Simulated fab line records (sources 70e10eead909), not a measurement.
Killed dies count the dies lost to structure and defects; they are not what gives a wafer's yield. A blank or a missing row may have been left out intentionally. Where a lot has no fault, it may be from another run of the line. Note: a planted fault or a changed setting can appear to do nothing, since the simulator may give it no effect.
fab line records ; flow nandHarc
record lots=6; wafers=18; lastDay=33
route steps=1302 shown P_GATE@120 END@1302
lots that met no fault: from a run of the same line without faults
startH: hours from the record's opening day to when the first of the lot's shown wafers began ; waitH: how many hours have passed since the lot's step before this one ; " the same as in the row above ; L1.1+2: a single row standing in for several wafers ; - no value, or no start was given ; * or withheld: withheld ; < > ~ a bound
route shown NAME@n: a module of which the file shows steps, and the number in the route of the first ; usual: mean/standard deviation taken from wafers without a fault ; same: alike in all rows ; chamber/n: place in a boat ; sites: per-site readings ; _std_site: the standard deviation of these ; _edge_site: mean of outer sites minus mean of inner sites ; radiusMm: how far each site lies from the wafer's centre ; mask NAME#n: copy n ; behind: the last tool/chamber to shape the wafer ; hold: what put the lot on hold/how long, in hours/how the hold closed ; device: transistor that didn't switch, given as n, p or np ; end of line: the tests these same wafers got at the end of their route ; where a step has no rows: the recipe by itself ; killed: count of dies lost to structure and defects at first sort (not the wafer's yield) ; map: dies across one wafer; x = killed, . = not, _ = none there
set.NAME: the run value of the setting; set.NAME@STEP: its run value at that earlier step ; model.NAME: the simulator's own value behind a step, which no gauge read
certain route steps with their lots: each step a table, each wafer a row
services: a tool's chamber out of use, with start hour (startH, from the record's first day; less than 0 if before it), hours out, and reason
## steps
# step NHARC_P_GATE_PEB_09
# recipe pebTempC=118; pebTimeS=85
# step NHARC_P_GATE_DEVELOP_10
# recipe timeS=70
# step NHARC_P_GATE_CD_MEAS_11
# recipe targetCdNm=1640; landingEnergyEv=500
# usual cdNm=1640.2/1.1
lot.wafer;tool;chamber;startH;waitH;cdNm
L548.2;cdSem-03;0;131.04;-;1639.4
L548.3;cdSem-03;0;131.04;-;1639.9
L548.5;cdSem-03;0;131.04;-;1640.7
L549.1;cdSem-02;0;138.93;-;1642.2
L549.4;cdSem-02;0;138.93;-;1640.5
L549.6;cdSem-02;0;138.93;-;1640.4
L559.2;cdSem-02;0;238.28;-;1638.8
L559.3;cdSem-02;0;238.28;-;1639.1
L559.5;cdSem-02;0;238.28;-;1639.3
L560.3;cdSem-02;0;250.52;-;1640.8
L560.5;cdSem-02;0;250.52;-;1640.6
L560.6;cdSem-02;0;250.52;-;1641.0
L563.2;cdSem-02;0;282.09;-;1639.6
L563.3;cdSem-02;0;282.09;-;1639.3
L563.6;cdSem-02;0;282.09;-;1640.4
L566.1;cdSem-02;0;311.60;-;1639.1
L566.3;cdSem-02;0;311.60;-;1639.6
L566.5;cdSem-02;0;311.60;-;1640.3
# step NHARC_P_GATE_HARDBAKE_12
# recipe tempC=125; timeS=80
# step NHARC_P_GATE_DESCUM_13
# recipe timeS=3; o2FlowSccm=200; arFlowSccm=0; biasPowerW=0; chemistry=O2
# usual drypumpMotorCurrentA=5.7/0.5; oesProductAu=1.005/0.0084; rfVppV=58.0/0.89; showerheadPlenumPTorr=1.94/0.073; throttleValvePct=11.309/0.0087
lot.wafer;tool;chamber;startH;waitH;drypumpMotorCurrentA;oesProductAu;rfHoursCounterH;rfVppV;showerheadPlenumPTorr;throttleValvePct
L548.3;rieDiel-10;2;131.21;-;6.4;1.008;5.5;59.3;1.95;11.310
L548.2;rieDiel-10;3;131.21;-;5.2;1.013;5.0;59.4;1.97;11.304
L548.5;rieDiel-10;2;131.21;-;6.4;1.013;-;58.2;1.95;11.311
L549.4;rieDiel-11;3;139.12;-;6.0;0.996;3.3;57.4;1.81;11.310
L549.1;rieDiel-11;0;139.12;-;5.1;1.004;3.4;56.7;1.84;11.308
L549.6;rieDiel-11;1;139.12;-;5.0;0.988;-;58.8;1.91;11.321
L559.3;rieDiel-03;2;238.47;-;5.2;0.989;6.9;56.9;1.94;11.317
L559.2;rieDiel-03;3;238.47;-;5.0;0.997;6.2;57.1;1.89;11.311
L559.5;rieDiel-03;1;238.47;-;6.1;1.029;-;58.4;2.01;11.321
L560.3;rieDiel-03;0;250.67;-;5.7;1.010;6.5;57.2;2.06;11.301
L560.5;rieDiel-03;0;250.67;-;5.7;1.004;-;58.6;2.06;11.295
L560.6;rieDiel-03;1;250.67;-;6.1;1.002;-;58.4;2.01;11.311
L563.3;rieDiel-10;1;282.27;-;5.7;1.008;3.8;56.2;1.85;11.307
L563.2;rieDiel-10;2;282.27;-;6.3;1.003;4.2;58.5;1.95;11.302
L563.6;rieDiel-10;2;282.27;-;6.3;1.010;-;58.8;1.95;11.302
L566.1;rieDiel-10;3;311.78;-;5.1;1.003;4.7;57.6;1.97;11.303
L566.3;rieDiel-10;0;311.78;-;6.2;1.012;4.8;58.6;2.03;11.316
L566.5;rieDiel-10;2;311.78;-;6.3;1.014;-;57.3;1.95;11.315
# step NHARC_P_GATE_ETCH_14
# recipe targetDepthA=488; chemistry=dHF; material=SiO2
# step NHARC_P_GATE_STRIP_15
# recipe timeS=780; tempC=130; chemistry=SPM
# step NHARC_P_GATE_PRECLEAN_71
# recipe timeS=*; tempC=50; bathAgeMin=0; chemistry=SC1
# step NHARC_P_GATE_SRD_72
# step NHARC_P_GATE_OXIDE_16
# recipe targetThkA=30; tempC=875; oxTimeS=392; material=SiO2
# step NHARC_P_GATE_CVD_17
# recipe targetThkA=1500; tempC=620; timeS=900; material=poly-Si
# step NHARC_P_GATE_HM_DEP_102
# recipe targetThkA=1200; tempC=400; material=aC
# usual susceptorTempC=399.96/0.18; throttleValvePct=35.001/0.0098
lot.wafer;tool;chamber;startH;waitH;susceptorTempC;throttleValvePct
L548.2;aclDep-03;0;143.82;0.5;-;34.982
L548.3;aclDep-03;0;143.82;0.5;-;35.010
L548.5;aclDep-03;0;143.82;0.5;-;35.008
L549.1;aclDep-01;0;151.81;0.4;400.09;34.994
L549.4;aclDep-01;0;151.81;0.4;399.69;34.980
L549.6;aclDep-01;0;151.81;0.4;400.10;35.006
L559.2;aclDep-01;0;253.25;2.5;-;35.005
L559.3;aclDep-01;0;253.25;2.5;-;35.020
L559.5;aclDep-01;0;253.25;2.5;-;34.996
L560.3;aclDep-03;0;264.54;2.0;-;34.996
L560.5;aclDep-03;0;264.54;2.0;-;35.009
L560.6;aclDep-03;0;264.54;2.0;-;34.991
L563.2;aclDep-02;0;294.89;0.6;-;35.012
L563.3;aclDep-02;0;294.89;0.6;-;34.999
L563.6;aclDep-02;0;294.89;0.6;-;34.996
L566.1;aclDep-03;0;325.88;2.2;400.22;34.995
L566.3;aclDep-03;0;325.88;2.2;400.11;35.011
L566.5;aclDep-03;0;325.88;2.2;400.01;34.976
# step NHARC_P_GATE_DEP_103
# recipe targetThkA=300; targetThkNm=30; tempC=400; flowSccm=200; rfW=350; material=SiON
# usual heaterPowerOuterW=425/56; heaterPowerW=710/84
lot.wafer;tool;chamber;startH;waitH;heaterPowerOuterW;heaterPowerW
L548.2;pecvd-04;1;144.37;0.4;471;761
L548.3;pecvd-04;2;144.37;0.4;402;673
L548.5;pecvd-04;2;144.37;0.4;417;647
L549.1;pecvd-03;2;152.53;0.6;518;820
L549.6;pecvd-03;0;152.53;0.6;542;923
L549.4;pecvd-03;2;152.53;0.6;535;825
L559.2;pecvd-03;0;253.80;0.4;-;-
L559.3;pecvd-03;2;253.80;0.4;-;-
L559.5;pecvd-03;2;253.80;0.4;-;-
L560.3;pecvd-03;0;265.04;0.4;-;-
L560.6;pecvd-03;1;265.04;0.4;-;-
L560.5;pecvd-03;0;265.04;0.4;-;-
L563.2;pecvd-02;2;295.49;0.5;375;633
L563.3;pecvd-02;0;295.49;0.5;490;863
L563.6;pecvd-02;2;295.49;0.5;386;653
L566.1;pecvd-02;1;326.58;0.6;402;702
L566.3;pecvd-02;2;326.58;0.6;390;653
L566.5;pecvd-02;1;326.58;0.6;397;722
# step NHARC_P_GATE_DEHYDRATE_18
# recipe tempC=150; timeS=120
# step NHARC_END_SORT_01
# recipe tempC=25
# usual killedAtArray=56/20; killedAtOther=1/1.3; killedAtPeriphery=3.5/2.7; killedDies=60/20; killedOpen=3.3/1.6; killedShort=2.4/1.5
# same grossDies=677
lot.wafer;tool;chamber;startH;waitH;hold;killedAtArray;killedAtOther;killedAtPeriphery;killedDies;killedOpen;killedShort
L548.2;prober-02;0;611.27;2.8;-;53;0;2;55;0;3
L548.3;prober-02;0;612.07;3.1;-;31;0;1;32;1;1
L548.5;prober-02;0;613.66;3.7;-;27;0;1;28;1;2
L549.1;prober-01;0;618.88;2.4;-;63;0;6;69;5;3
L549.4;prober-01;0;621.25;3.4;-;51;2;4;57;3;1
L549.6;prober-01;0;622.83;4.0;-;51;0;2;53;5;1
L559.2;prober-02;0;722.75;2.8;awaitDispo/5.1h/scrap;89;1;587;677;4;1
L559.3;prober-02;0;723.55;3.1;awaitDispo/5.1h/scrap;97;0;580;677;6;1
L559.5;prober-02;0;725.14;3.7;awaitDispo/5.1h/scrap;96;0;581;677;1;2
L560.3;prober-01;0;723.58;3.1;awaitDispo/2.6h/scrap;45;0;632;677;2;7
L560.5;prober-01;0;725.19;3.7;awaitDispo/2.6h/scrap;63;1;613;677;6;5
L560.6;prober-01;0;726.00;4.0;awaitDispo/2.6h/scrap;40;1;636;677;4;4
L563.2;prober-02;0;749.41;2.8;-;40;0;7;47;2;1
L563.3;prober-02;0;750.20;3.1;-;31;0;8;39;4;2
L563.6;prober-02;0;752.56;3.9;-;29;1;4;34;2;0
L566.1;prober-01;0;780.29;2.5;-;20;2;2;24;1;2
L566.3;prober-01;0;781.84;3.1;-;15;3;2;20;2;3
L566.5;prober-01;0;783.40;3.6;-;17;2;5;24;4;6
# killed by level:class
L548.2 A_CHANNEL_HOLE_D2:chamberFilmFlake=25 A_CHANNEL_HOLE_D1:chamberFilmFlake=20 A_DECK1_JOINT:chamberFilmFlake=2 A_CHANNEL_HOLE_D1:geometricParticle:short=1 A_CHANNEL_FILL_D1:geometricParticle:short=1 A_M0:geometricParticle:short=1 P_GATE:chamberFilmFlake=1 P_M0:chamberFilmFlake=1
L548.3 A_CHANNEL_HOLE_D1:chamberFilmFlake=14 A_CHANNEL_HOLE_D2:chamberFilmFlake=10 A_CHANNEL_FILL_D1:chamberFilmFlake=3 A_CONTACT:chamberFilmFlake=2 P_CONTACT:geometricParticle:open=1 A_ONON_D1:geometricParticle:short=1 A_STAIRCASE:chamberFilmFlake=1
L548.5 A_CHANNEL_HOLE_D2:chamberFilmFlake=9 A_CHANNEL_HOLE_D1:chamberFilmFlake=9 A_CHANNEL_FILL_D1:chamberFilmFlake=3 A_CONTACT:chamberFilmFlake=2 P_GATE:geometricParticle:open=1 A_CHANNEL_FILL_D1:geometricParticle:short=1 A_CHANNEL_HOLE_D2:geometricParticle:short=1 A_STAIRCASE:chamberFilmFlake=1
L549.1 A_SLIT:chamberFilmFlake=24 A_CHANNEL_HOLE_D2:chamberFilmFlake=14 A_CONTACT:chamberFilmFlake=8 A_CHANNEL_HOLE_D1:chamberFilmFlake=5 P_CONTACT:geometricParticle:open=2 A_ZERO_WELL:chamberFilmFlake=2 A_M1:chamberFilmFlake=2 A_ONON_D1:geometricParticle:short=1
L549.4 A_SLIT:chamberFilmFlake=19 A_CONTACT:chamberFilmFlake=12 A_CHANNEL_HOLE_D2:chamberFilmFlake=9 A_M1:chamberFilmFlake=6 A_CHANNEL_HOLE_D1:chamberFilmFlake=3 P_M0:geometricParticle:open=1 A_SOURCE_PLATE:geometricParticle:short=1 A_CHANNEL_FILL_D2:geometricParticle:open=1
L549.6 A_SLIT:chamberFilmFlake=27 A_CHANNEL_HOLE_D2:chamberFilmFlake=8 A_CONTACT:chamberFilmFlake=5 A_ONON_D1:geometricParticle:open=2 A_ZERO_WELL:chamberFilmFlake=2 A_M1:chamberFilmFlake=2 A_CHANNEL_FILL_D1:geometricParticle:short=1 A_ONON_D2:geometricParticle:open=1
L559.2 P_GATE:areaDep=585 A_SLIT:chamberFilmFlake=35 A_CHANNEL_HOLE_D2:chamberFilmFlake=21 A_CHANNEL_HOLE_D1:chamberFilmFlake=17 A_CONTACT:chamberFilmFlake=8 A_WL_FILL:chamberFilmFlake=3 A_CHANNEL_FILL_D2:geometricParticle:open=2 P_M0:geometricParticle:open=1
L559.3 P_GATE:areaDep=578 A_SLIT:chamberFilmFlake=38 A_CHANNEL_HOLE_D2:chamberFilmFlake=23 A_CHANNEL_HOLE_D1:chamberFilmFlake=19 A_CONTACT:chamberFilmFlake=7 A_STAIRCASE:chamberFilmFlake=3 P_M0:geometricParticle:open=1 A_ONON_D1:geometricParticle:short=1
L560.3 P_GATE:areaDep=631 A_CHANNEL_HOLE_D1:chamberFilmFlake=20 A_SLIT:chamberFilmFlake=6 A_STAIRCASE:chamberFilmFlake=4 A_ONON_D2:geometricParticle:short=2 A_WL_FILL:chamberFilmFlake=2 A_CONTACT:chamberFilmFlake=2 A_ONON_D1:geometricParticle:short=1
L559.5 P_GATE:areaDep=581 A_CHANNEL_HOLE_D1:chamberFilmFlake=36 A_SLIT:chamberFilmFlake=28 A_CHANNEL_HOLE_D2:chamberFilmFlake=12 A_CONTACT:chamberFilmFlake=8 A_STAIRCASE:chamberFilmFlake=5 A_WL_FILL:chamberFilmFlake=3 A_ONON_D1:geometricParticle:short=2
L560.5 P_GATE:areaDep=609 A_CHANNEL_HOLE_D1:chamberFilmFlake=36 A_CONTACT:chamberFilmFlake=10 A_SLIT:chamberFilmFlake=4 A_STAIRCASE:chamberFilmFlake=3 A_CHANNEL_FILL_D2:geometricParticle:short=2 P_GATE:geometricParticle:open=1 P_CONTACT:geometricParticle:open=1
L560.6 P_GATE:areaDep=633 A_CHANNEL_HOLE_D1:chamberFilmFlake=16 A_SLIT:chamberFilmFlake=7 A_STAIRCASE:chamberFilmFlake=4 A_CONTACT:chamberFilmFlake=3 A_CHANNEL_FILL_D2:geometricParticle:open=2 A_CHANNEL_FILL_D2:geometricParticle:short=2 A_M1:chamberFilmFlake=2
L563.2 A_CHANNEL_HOLE_D1:chamberFilmFlake=13 A_STAIRCASE:chamberFilmFlake=7 A_CONTACT:chamberFilmFlake=6 A_SLIT:chamberFilmFlake=5 P_CONTACT:chamberFilmFlake=5 A_SGD_CUT:chamberFilmFlake=3 A_CHANNEL_FILL_D2:chamberFilmFlake=2 P_M0:geometricParticle:open=1
L563.3 A_CHANNEL_HOLE_D1:chamberFilmFlake=16 A_CONTACT:chamberFilmFlake=7 P_CONTACT:chamberFilmFlake=3 P_M0:geometricParticle:open=2 P_STI:chamberFilmFlake=2 P_M0:geometricParticle:short=1 A_ONON_D2:geometricParticle:short=1 A_CHANNEL_FILL_D2:geometricParticle:open=1
L563.6 A_CHANNEL_HOLE_D1:chamberFilmFlake=18 P_CONTACT:chamberFilmFlake=4 A_CONTACT:chamberFilmFlake=4 A_STAIRCASE:chamberFilmFlake=3 A_WL_FILL:geometricParticle:open=1 A_M1:geometricParticle:open=1 A_CHANNEL_FILL_D1:chamberFilmFlake=1 A_WL_FILL:chamberFilmFlake=1
L566.1 A_BLC:chamberFilmFlake=9 A_SLIT:chamberFilmFlake=5 THIN_TSV:chamberFilmFlake=2 A_CHANNEL_FILL_D1:geometricParticle:open=1 A_DECK1_JOINT:geometricParticle:short=1 A_WL_FILL:geometricParticle:short=1 P_STI:chamberFilmFlake=1 P_GATE:chamberFilmFlake=1
L566.3 A_CHANNEL_FILL_D1:chamberFilmFlake=4 A_SLIT:chamberFilmFlake=4 P_GATE:chamberFilmFlake=2 THIN_TSV:chamberFilmFlake=2 A_ONON_D2:geometricParticle:short=1 A_SGD_CUT:geometricParticle:short=1 A_CONTACT:geometricParticle:open=1 A_BLC:geometricParticle:open=1
L566.5 A_CHANNEL_FILL_D1:chamberFilmFlake=3 A_SLIT:chamberFilmFlake=3 P_GATE:chamberFilmFlake=2 P_M0:chamberFilmFlake=2 P_M2:geometricParticle:short=1 A_CHANNEL_HOLE_D1:geometricParticle:short=1 A_CHANNEL_FILL_D1:geometricParticle:open=1 A_DECK1_JOINT:geometricParticle:short=1
# map L559.2 (x killed, . not)
____________x____________
_________xxxxxxx_________
_______xxxxxxxxxxx_______
______xxxxxxxxxxxxx______
_____xxxxxxxxxxxxxxx_____
____xxxxxxxxxxxxxxxxx____
____xxxxxxxxxxxxxxxxx____
___xxxxxxxxxxxxxxxxxxx___
___xxxxxxxxxxxxxxxxxxx___
__xxxxxxxxxxxxxxxxxxxxx__
__xxxxxxxxxxxxxxxxxxxxx__
_xxxxxxxxxxxxxxxxxxxxxxx_
_xxxxxxxxxxxxxxxxxxxxxxx_
_xxxxxxxxxxxxxxxxxxxxxxx_
_xxxxxxxxxxxxxxxxxxxxxxx_
_xxxxxxxxxxxxxxxxxxxxxxx_
xxxxxxxxxxxxxxxxxxxxxxxxx
xxxxxxxxxxxxxxxxxxxxxxxxx
xxxxxxxxxxxxxxxxxxxxxxxxx
xxxxxxxxxxxxxxxxxxxxxxxxx
xxxxxxxxxxxxxxxxxxxxxxxxx
_xxxxxxxxxxxxxxxxxxxxxxx_
_xxxxxxxxxxxxxxxxxxxxxxx_
_xxxxxxxxxxxxxxxxxxxxxxx_
_xxxxxxxxxxxxxxxxxxxxxxx_
_xxxxxxxxxxxxxxxxxxxxxxx_
__xxxxxxxxxxxxxxxxxxxxx__
__xxxxxxxxxxxxxxxxxxxxx__
___xxxxxxxxxxxxxxxxxxx___
___xxxxxxxxxxxxxxxxxxx___
____xxxxxxxxxxxxxxxxx____
____xxxxxxxxxxxxxxxxx____
_____xxxxxxxxxxxxxxx_____
______xxxxxxxxxxxxx______
_______xxxxxxxxxxx_______
_________xxxxxxx_________
____________x____________
# map L560.3 (x killed, . not)
____________x____________
_________xxxxxxx_________
_______xxxxxxxxxxx_______
______xxxxxxxxxxxxx______
_____xxxxxxxxxxxxxxx_____
____xxxxxxxxxxxxxxxxx____
____xxxxxxxxxxxxxxxxx____
___xxxxxxxxxxxxxxxxxxx___
___xxxxxxxxxxxxxxxxxxx___
__xxxxxxxxxxxxxxxxxxxxx__
__xxxxxxxxxxxxxxxxxxxxx__
_xxxxxxxxxxxxxxxxxxxxxxx_
_xxxxxxxxxxxxxxxxxxxxxxx_
_xxxxxxxxxxxxxxxxxxxxxxx_
_xxxxxxxxxxxxxxxxxxxxxxx_
_xxxxxxxxxxxxxxxxxxxxxxx_
xxxxxxxxxxxxxxxxxxxxxxxxx
xxxxxxxxxxxxxxxxxxxxxxxxx
xxxxxxxxxxxxxxxxxxxxxxxxx
xxxxxxxxxxxxxxxxxxxxxxxxx
xxxxxxxxxxxxxxxxxxxxxxxxx
_xxxxxxxxxxxxxxxxxxxxxxx_
_xxxxxxxxxxxxxxxxxxxxxxx_
_xxxxxxxxxxxxxxxxxxxxxxx_
_xxxxxxxxxxxxxxxxxxxxxxx_
_xxxxxxxxxxxxxxxxxxxxxxx_
__xxxxxxxxxxxxxxxxxxxxx__
__xxxxxxxxxxxxxxxxxxxxx__
___xxxxxxxxxxxxxxxxxxx___
___xxxxxxxxxxxxxxxxxxx___
____xxxxxxxxxxxxxxxxx____
____xxxxxxxxxxxxxxxxx____
_____xxxxxxxxxxxxxxx_____
______xxxxxxxxxxxxx______
_______xxxxxxxxxxx_______
_________xxxxxxx_________
____________x____________
## services
tool;chamber;startH;hours;kind
rieDiel-03;0;113.03;6.7;repair
aclDep-03;-;117.38;13.0;pm
rieDiel-11;2;126.05;7.7;repair
rieDiel-10;2;182.30;7.7;repair
pecvd-03;-;185.01;13.0;pm
aclDep-01;-;190.37;13.0;pm
rieDiel-03;0;214.16;5.1;repair
pecvd-02;-;227.16;13.0;pm
rieDiel-11;3;235.76;19.0;repair
rieDiel-10;-;242.50;9.0;pm
aclDep-02;-;243.37;13.0;pm
rieDiel-03;3;248.65;1.2;repair
rieDiel-11;-;255.50;9.0;pm
pecvd-04;-;269.20;13.0;pm
pecvd-03;-;270.05;1.9;repair
rieDiel-11;-;277.05;0.4;repair
rieDiel-10;3;278.53;4.3;repair
rieDiel-03;0;279.47;6.5;repair
rieDiel-03;-;281.74;9.0;pm
pecvd-04;1;282.62;10.5;repair
aclDep-02;-;296.62;0.3;repair
aclDep-03;-;298.38;13.0;pm
rieDiel-03;1;311.32;4.6;repair
rieDiel-03;1;317.73;4.5;repair
## key
firstSign step=NHARC_P_GATE_DEP_103; reading=toolRecord; direction=missing
effect step=NHARC_END_SORT_01; reading=killedAtPeriphery; direction=up; sigmas=99+; usual=3.5; struck=604.8
moreKillsBornAt NHARC_P_GATE_DEP_103@pecvd-03=3617
metAt NHARC_P_GATE_DEP_103
struckWafers L559.2,L559.3,L559.5,L560.3,L560.5,L560.6
laterRowsLeftOut L559.2,L559.3,L559.5,L560.3,L560.5,L560.6
testerLeftOut L559,L560
onsetBetween 152.53 253.80
fault kind=skippedStepWhole; tool=pecvd-03; chamber=-; onsetH=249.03; steps=NHARC_P_GATE_DEP_103; scope=struckLotsOnly
# testerLeftOut: of these lots the tester's yield and bins aren't shown, on N5 and GAA mostly nor the transistor test; their killed dies are dies lost to structure and defects alone, not to doping, threshold or leakage, so they don't give the yield
# laterRowsLeftOut: the simulator's readings of these wafers behind a module that went badly wrong aren't trusted and aren't shown, but for the sort
